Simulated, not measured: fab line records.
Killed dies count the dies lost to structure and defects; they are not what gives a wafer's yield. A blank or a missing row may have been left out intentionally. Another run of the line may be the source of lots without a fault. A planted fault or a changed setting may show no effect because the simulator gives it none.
fab line records ; flow n5-finfet
record: lots: 12; wafers: 34; last-day: 18
route steps=1938 shown HKMG_FIN@439 GATE_CUT@466 PASSIVATION@1936
lots that met no fault: taken from a fault-free run of the same line
start-h: hours from the record's first day to the start of the lot's first wafer shown ; wait-h: time in hours since the lot's previous step ; " repeats the value in the row above ; L1.1+2: a single row standing in for several wafers ; - no value, or no start was given ; * or withheld: withheld ; < > ~ a bound
route shown NAME@n: NAME is a module with steps in the file, n the number in the route of the first one ; usual: mean/standard deviation of fault-free wafers ; same: alike in all rows ; chamber/n: place in a boat ; sites: per-site readings ; _std_site: standard deviation of those values ; _edge_site: inner sites' mean taken away from outer sites' mean ; radius-mm: how far each site lies from the wafer's centre ; mask NAME#n: copy n ; behind: the tool/chamber that last shaped the wafer ; hold: why the lot was held/for how many hours/how that ended ; device: which transistor (n, p or np) failed to switch ; end of line: the route-end tests of the same wafers ; where a step has no rows: the recipe by itself ; killed: not the wafer's yield, but the dies lost to structure and defects at the first sort ; map: a wafer's dies, marking killed ones x, the rest . and places with no die _
set.NAME: the setting the step ran with; set.NAME@STEP: the setting that earlier step ran with ; model.NAME: the simulator's own value behind a step, which no gauge read
one table for each step of the route and one row for each wafer, over a sample of lots
services: when a tool's chamber went out of use (start-h, in hours from the record's first day, below 0 if earlier), for how many hours, and the reason
== steps ==
step: N5_HKMG_FIN_STRIP_92
recipe: chemistry: N2/H2; material: SOC; time-s: 20; power-w: 500; temp-c: 40; pressure-mtorr: 50; rf-frequency-hz: 6e+07; bias-power-w: 8; h2-frac: 0.5; n2-flow-sccm: 300; h2-flow-sccm: 300
usual: drypump-motor-current-A: 5.7/0.41; oes-product-au: 0.77/0.074; rf-vpp-V: 54.3/0.84; showerhead-plenum-p-Torr: 3.37/0.11; throttle-valve-pct: 19.0/0.44
same: time-s: 20
lot.wafer;tool;chamber;start-h;wait-h;drypump-motor-current-A;oes-product-au;rf-hours-counter-h;rf-vpp-V;showerhead-plenum-p-Torr;throttle-valve-pct
L913.3;rie-diel-02;2;75.18;0.1;5.2;0.73;192;54.7;3.50;19.8
L913.4;rie-diel-02;1;75.18;0.1;6.3;0.73;180;54.7;3.49;19.1
L913.5;rie-diel-02;3;75.18;0.1;5.6;0.77;-;55.5;3.36;19.1
L914.2;rie-diel-02;1;84.77;0.1;6.3;0.72;182;53.0;3.49;19.1
L914.5;rie-diel-02;3;84.77;0.1;5.6;0.78;-;53.8;3.36;19.1
L914.6;rie-diel-02;2;84.77;0.1;5.2;0.71;-;54.3;3.50;19.8
L915.1;rie-diel-03;3;97.06;0.1;5.7;0.72;228;53.7;3.17;19.2
L915.4;rie-diel-03;0;97.06;0.1;5.6;0.76;160;54.7;3.37;19.6
L915.6;rie-diel-03;1;97.06;0.1;5.3;0.88;-;54.3;3.43;18.5
L916.3;rie-diel-03;0;106.99;0.1;5.7;0.76;164;53.9;3.37;19.6
L916.5;rie-diel-03;2;106.99;0.1;5.5;0.83;-;54.1;3.38;18.6
L916.6;rie-diel-03;1;106.99;0.1;5.3;0.87;-;54.4;3.43;18.5
L917.1;rie-diel-04;2;107.25;0.1;5.7;0.71;199;54.3;3.21;18.8
L917.2;rie-diel-04;1;107.25;0.1;6.3;0.70;226;52.9;3.32;18.7
L917.5;rie-diel-04;2;107.25;0.1;5.7;0.71;-;53.9;3.21;18.8
L919.3;rie-diel-02;3;117.21;0.1;5.6;0.77;153;54.5;3.35;19.1
L919.4;rie-diel-02;0;117.21;0.1;5.3;0.72;182;54.0;3.19;18.6
L919.5;rie-diel-02;2;117.21;0.1;5.2;0.72;-;54.6;3.49;19.8
L920.1;rie-diel-03;0;120.88;0.1;5.6;0.76;169;55.2;3.37;19.6
L920.5;rie-diel-03;2;120.88;0.1;5.4;0.82;-;54.5;3.38;18.6
L920.6;rie-diel-03;1;120.88;0.1;5.3;0.86;-;53.6;3.42;18.5
L921.5;rie-diel-03;1;126.59;0.0;5.3;0.86;-;54.1;3.42;18.5
L929.1;rie-diel-02;2;176.68;0.1;5.3;0.70;228;54.6;3.48;19.8
L929.2;rie-diel-02;1;176.68;0.1;6.2;0.70;213;55.2;3.47;19.2
L929.5;rie-diel-02;0;176.68;0.1;5.3;0.71;-;52.8;3.18;18.6
L930.2;rie-diel-03;3;183.86;0.1;5.7;0.99;3;55.1;3.56;18.8
L930.3;rie-diel-03;0;183.86;0.1;5.6;0.73;195;55.6;3.35;19.6
L930.6;rie-diel-03;0;183.86;0.1;5.7;0.73;-;53.7;3.35;19.6
L936.1;rie-diel-03;2;211.97;0.1;5.4;0.79;113;54.2;3.36;18.7
L936.3;rie-diel-03;0;211.97;0.1;5.6;0.73;204;53.3;3.35;19.7
L936.5;rie-diel-03;1;211.97;0.1;5.3;0.82;-;55.1;3.40;18.6
L935.1;rie-diel-02;2;214.18;0.1;5.2;0.69;240;53.7;3.47;19.9
L935.3;rie-diel-02;3;214.18;0.1;5.6;0.74;185;52.9;3.34;19.2
L935.5;rie-diel-02;0;214.18;0.1;5.3;0.69;-;54.7;3.17;18.6
step: N5_HKMG_FIN_CMP_94
recipe: stop-on: SiNx; post-cmp-clean: w-dilute-nh4oh; t-overpolish-s: 4.7; down-force-psi: 4; platen-rpm: 50.289; pad-velocity-m-s: 1.0006; target-thk-nm: 43.299
usual: motor-current-A: 11.8/0.95
lot.wafer;tool;chamber;start-h;wait-h;motor-current-A
L913.3;cmp-03;1;78.91;0.3;11.1
L913.4;cmp-03;2;78.91;0.3;10.6
L913.5;cmp-03;1;78.91;0.3;11.0
L914.2;cmp-04;0;88.48;0.4;11.8
L914.6;cmp-04;0;88.48;0.4;12.2
L914.5;cmp-04;1;88.48;0.4;10.5
L915.1;cmp-02;2;100.98;0.4;12.3
L915.4;cmp-02;0;100.98;0.4;13.0
L915.6;cmp-02;3;100.98;0.4;10.6
L916.3;cmp-04;2;110.79;0.2;11.9
L916.6;cmp-04;3;110.79;0.2;11.1
L916.5;cmp-04;0;110.79;0.2;12.1
L917.1;cmp-03;0;110.95;0.4;12.1
L917.2;cmp-03;3;110.95;0.4;12.5
L917.5;cmp-03;0;110.95;0.4;11.2
L919.3;cmp-03;2;121.00;0.4;11.4
L919.4;cmp-03;3;121.00;0.4;12.8
L919.5;cmp-03;2;121.00;0.4;10.8
L920.1;cmp-04;1;124.97;0.3;10.8
L920.6;cmp-04;3;124.97;0.3;10.9
L920.5;cmp-04;0;124.97;0.3;12.4
L921.5;cmp-02;1;130.61;0.1;12.2
L929.2;cmp-02;3;180.59;0.3;10.9
L929.1;cmp-02;1;180.59;0.3;11.4
L929.5;cmp-02;3;180.59;0.3;10.8
L930.3;cmp-04;3;187.64;0.3;11.3
L930.2;cmp-04;1;187.64;0.3;10.4
L930.6;cmp-04;2;187.64;0.3;12.8
L936.1;cmp-04;3;215.72;0.3;10.9
L936.3;cmp-04;1;215.72;0.3;10.7
L936.5;cmp-04;2;215.72;0.3;12.8
L935.1;cmp-04;3;217.93;0.3;11.1
L935.3;cmp-04;0;217.93;0.3;12.1
L935.5;cmp-04;2;217.93;0.3;12.4
step: N5_GATE_CUT_ETCH_56
recipe: chemistry: Cl2/Ar; target: TiN; target-depth-a: 216; pressure-mtorr: 10; icp-w: 600; bias-w: 60; Cl2_flow_sccm: 40; Ar_flow_sccm: 60
usual: bias-w: 60.01/0.18; drypump-motor-current-A: 5.9/0.43; oes-product-au: 0.74/0.11; throttle-valve-pct: 20.89/0.19
lot.wafer;tool;chamber;start-h;wait-h;bias-w;drypump-motor-current-A;oes-product-au;rf-hours-counter-h;throttle-valve-pct
L913.3;rie-metal-03;1;79.30;0.1;60.13;5.5;0.79;-;21.20
L913.4;rie-metal-03;0;79.30;0.1;60.26;5.6;0.71;-;20.91
L913.5;rie-metal-03;1;79.30;0.1;60.12;5.5;0.80;-;21.22
L914.2;rie-metal-03;0;88.87;0.1;60.37;5.6;0.71;96;20.88
L914.5;rie-metal-03;0;88.87;0.1;60.10;5.6;0.70;-;20.88
L914.6;rie-metal-03;1;88.87;0.1;60.16;5.5;0.79;-;21.21
L915.1;rie-metal-02;1;101.49;0.2;60.02;6.4;0.64;99;20.67
L915.4;rie-metal-02;1;101.49;0.2;60.09;6.4;0.64;-;20.67
L915.6;rie-metal-02;1;101.49;0.2;60.01;6.4;0.64;-;20.68
L916.3;rie-metal-02;1;111.12;0.1;59.69;6.4;0.64;-;20.70
L916.5;rie-metal-02;0;111.12;0.1;59.92;6.3;0.98;-;20.86
L916.6;rie-metal-02;1;111.12;0.1;59.95;6.4;0.64;-;20.67
L917.1;rie-metal-01;0;111.34;0.1;59.96;5.6;0.62;117;20.99
L917.2;rie-metal-01;1;111.34;0.1;60.13;5.4;0.71;69;20.72
L917.5;rie-metal-01;1;111.34;0.1;60.01;5.4;0.72;-;20.71
L919.3;rie-metal-02;0;121.41;0.1;60.11;6.4;0.94;-;20.85
L919.4;rie-metal-02;1;121.41;0.1;59.95;6.4;0.64;-;20.70
L919.5;rie-metal-02;1;121.41;0.1;60.12;6.4;0.64;-;20.68
L920.1;rie-metal-02;0;125.30;0.1;53.30;6.3;0.92;2;20.86
L920.5;rie-metal-02;1;125.30;0.1;59.73;6.4;0.63;-;20.69
L920.6;rie-metal-02;0;125.30;0.1;53.00;6.3;0.91;-;20.89
L921.5;rie-metal-02;0;130.91;0.1;53.09;6.4;0.91;-;20.87
L929.1;rie-metal-03;0;180.95;0.1;60.10;5.5;0.69;104;20.93
L929.2;rie-metal-03;1;180.95;0.1;60.18;5.5;0.77;52;21.23
L929.5;rie-metal-03;1;180.95;0.1;60.24;5.5;0.76;-;21.24
L930.2;rie-metal-03;1;188.01;0.1;59.96;5.5;0.77;53;21.24
L930.3;rie-metal-03;1;188.01;0.1;59.79;5.5;0.77;-;21.24
L930.6;rie-metal-03;0;188.01;0.1;59.87;5.5;0.69;-;20.90
L936.1;rie-metal-01;1;216.07;0.1;60.18;5.4;0.70;76;20.73
L936.3;rie-metal-01;1;216.07;0.1;59.94;5.4;0.70;-;20.71
L936.5;rie-metal-01;0;216.07;0.1;60.38;5.5;0.60;-;21.00
L935.1;rie-metal-03;0;218.29;0.1;60.04;5.5;0.68;110;20.91
L935.3;rie-metal-03;1;218.29;0.1;60.18;5.5;0.75;-;21.26
L935.5;rie-metal-03;1;218.29;0.1;59.96;5.5;0.76;-;21.26
step: N5_GATE_CUT_CMP_02
recipe: stop-on: SiO2; t-overpolish-s: 12.7; post-cmp-clean: alkaline-brush; down-force-psi: 2.5; platen-rpm: 51.8; pad-velocity-m-s: 1.0307; target-thk-nm: 0
usual: motor-current-A: 8.8/0.76; overpolish-run-s: 12.700/0.0092; time-to-endpoint-s: 25.8/2.2
lot.wafer;tool;chamber;start-h;wait-h;motor-current-A;overpolish-run-s;time-to-endpoint-s
L913.4;cmp-03;2;82.20;0.2;8.6;12.689;27.0
L913.3;cmp-03;3;82.20;0.2;9.7;12.716;25.4
L913.5;cmp-03;0;82.20;0.2;9.3;12.700;26.9
L914.2;cmp-02;2;92.44;0.1;9.8;12.697;26.3
L914.6;cmp-02;0;92.44;0.1;9.4;12.714;28.4
L914.5;cmp-02;1;92.44;0.1;8.9;12.694;25.0
L915.4;cmp-03;2;106.28;0.1;8.8;12.706;25.2
L915.1;cmp-03;3;106.28;0.1;9.6;12.708;26.0
L915.6;cmp-03;0;106.28;0.1;9.7;12.714;25.9
L916.3;cmp-02;3;114.02;0.1;8.0;12.695;25.6
L916.6;cmp-02;1;114.02;0.1;8.9;12.693;28.7
L916.5;cmp-02;2;114.02;0.1;10.1;12.681;28.8
L917.2;cmp-02;3;114.17;0.1;7.7;12.706;23.7
L917.1;cmp-02;0;114.17;0.1;9.8;12.690;24.6
L917.5;cmp-02;0;114.17;0.1;9.6;12.688;27.7
L919.3;cmp-01;1;124.22;0.1;8.7;12.691;27.0
L919.4;cmp-01;2;124.22;0.1;8.3;12.707;29.0
L919.5;cmp-01;0;124.22;0.1;7.9;12.703;29.1
L920.1;cmp-02;3;128.13;0.1;7.6;12.701;22.8
L920.5;cmp-02;1;128.13;0.1;8.9;12.680;24.1
L920.6;cmp-02;2;128.13;0.1;9.7;12.684;29.4
L921.5;cmp-02;3;133.86;0.2;7.8;12.704;24.1
L929.2;cmp-02;0;185.29;0.1;9.6;12.715;30.5
L929.1;cmp-02;2;185.29;0.1;9.8;12.696;28.2
L929.5;cmp-02;3;185.29;0.1;8.1;12.695;26.2
L930.2;cmp-01;2;190.84;0.1;8.8;12.713;23.1
L930.3;cmp-01;1;190.84;0.1;8.5;12.692;24.3
L930.6;cmp-01;2;190.84;0.1;8.8;12.672;21.8
L936.1;cmp-03;0;219.05;0.1;8.8;12.685;24.0
L936.3;cmp-03;1;219.05;0.1;8.2;12.698;25.7
L936.5;cmp-03;3;219.05;0.1;9.1;12.695;27.7
L935.1;cmp-02;0;221.35;0.1;9.6;12.695;28.2
L935.3;cmp-02;1;221.35;0.1;9.3;12.709;28.1
L935.5;cmp-02;0;221.35;0.1;9.5;12.708;28.4
step: N5_PASSIVATION_PROBE_49
usual: killed_at_M0_to_M3: 37/12; killed_at_M4_up: 14/5.3; killed-at-contacts: 12/6.2; killed-at-front-end: 41/11; killed-at-other: 3.7/2.9; killed-dies: 107/17; killed-open: 71/12; killed-short: 34/7.9
same: gross-dies: 1180; killed-at-back-side: 0
lot.wafer;tool;chamber;start-h;wait-h;killed_at_M0_to_M3;killed_at_M4_up;killed-at-contacts;killed-at-front-end;killed-at-other;killed-dies;killed-open;killed-short
L919.3;prober-01;-;310.99;0.1;51;10;9;31;4;105;74;31
L919.4;prober-01;-;311.04;0.2;25;16;17;32;2;92;65;27
L919.5;prober-01;-;311.09;0.2;40;19;12;35;1;107;75;32
killed by level:class
L919.3 BEOL_M0_SAQP:geometric-particle:open=16 BEOL_M0_SAQP:geometric-particle:short=12 STI_FIN_REVEAL:geometric-particle:open=9 BEOL_M1:geometric-particle:open=8 MOL_CONTACT_COAG:geometric-particle:open=7 BEOL_M3:geometric-particle:open=6 BEOL_M2:geometric-particle:open=5 FIN_SAQP:geometric-particle:short=4
L919.4 MOL_CONTACT_COAG:geometric-particle:open=12 STI_FIN_REVEAL:geometric-particle:open=7 BEOL_M0_SAQP:geometric-particle:short=7 BEOL_M0_SAQP:geometric-particle:open=7 BEOL_M4:geometric-particle:open=7 FIN_SAQP:geometric-particle:open=5 FIN_SAQP:geometric-particle:short=5 MOL_CONTACT_COAG:geometric-particle:short=5
L919.5 BEOL_M0_SAQP:geometric-particle:short=11 FIN_SAQP:geometric-particle:open=9 MOL_CONTACT_COAG:geometric-particle:open=9 BEOL_M2:geometric-particle:open=9 BEOL_M0_SAQP:geometric-particle:open=7 BEOL_M1:geometric-particle:open=7 BEOL_M4:geometric-particle:open=7 DUMMY_GATE:geometric-particle:open=5
== services ==
tool;chamber;start-h;hours;kind
rie-metal-02;1;53.17;22.5;repair
cmp-02;-;54.50;1.3;repair
cmp-03;-;58.54;4.0;pm
rie-diel-03;0;64.56;13.4;repair
cmp-03;-;66.86;2.4;repair
cmp-04;-;69.29;5.7;pm
cmp-02;-;70.20;13.3;pm
cmp-01;-;78.45;4.0;pm
rie-diel-02;0;79.64;8.6;repair
rie-diel-02;1;79.64;3.7;repair
cmp-01;-;93.49;24.5;repair
cmp-04;-;107.65;2.1;repair
cmp-03;-;112.51;3.3;repair
cmp-01;-;129.78;5.0;pm
rie-diel-02;-;145.40;4.3;pm
rie-diel-02;-;163.03;3.2;repair
cmp-03;-;165.20;3.8;pm
rie-metal-01;-;171.73;28.1;pm
cmp-01;-;174.35;9.1;pm
rie-diel-03;3;189.80;9.6;repair
cmp-04;-;199.73;4.0;pm
cmp-04;-;204.42;1.4;repair
cmp-04;-;218.83;0.5;repair
rie-diel-03;-;219.02;2.8;pm
== key ==
first-sign: step: N5_GATE_CUT_ETCH_56; reading: bias-w; direction: down; sigmas: 38; usual: *; struck: *
effect none on later readings
met-at N5_GATE_CUT_ETCH_56
struck-lots L920,L921
struck-wafers L920.1,L920.6,L921.5
rows-end L921.5
tester-left-out L920
not-acting-at N5_HKMG_FIN_STRIP_92,N5_HKMG_FIN_CMP_94,N5_GATE_CUT_CMP_02
onset-between 121.41 125.30
fault: kind: process-parameter-drift; tool: rie-metal-02; chamber: 0; onset-h: 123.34; steps: N5_GATE_CUT_ETCH_56; channel: bias-w; offset: *; shape: step; acts-in: *; stated: *
tester-left-out: of these lots the tester's yield and bins aren't shown, on N5 and GAA mostly nor the transistor test; their killed dies are dies lost to structure and defects alone, not to doping, threshold or leakage, so they don't give the yield
rows-end: these wafers met a further fault down the route, and their rows from its step on are left out
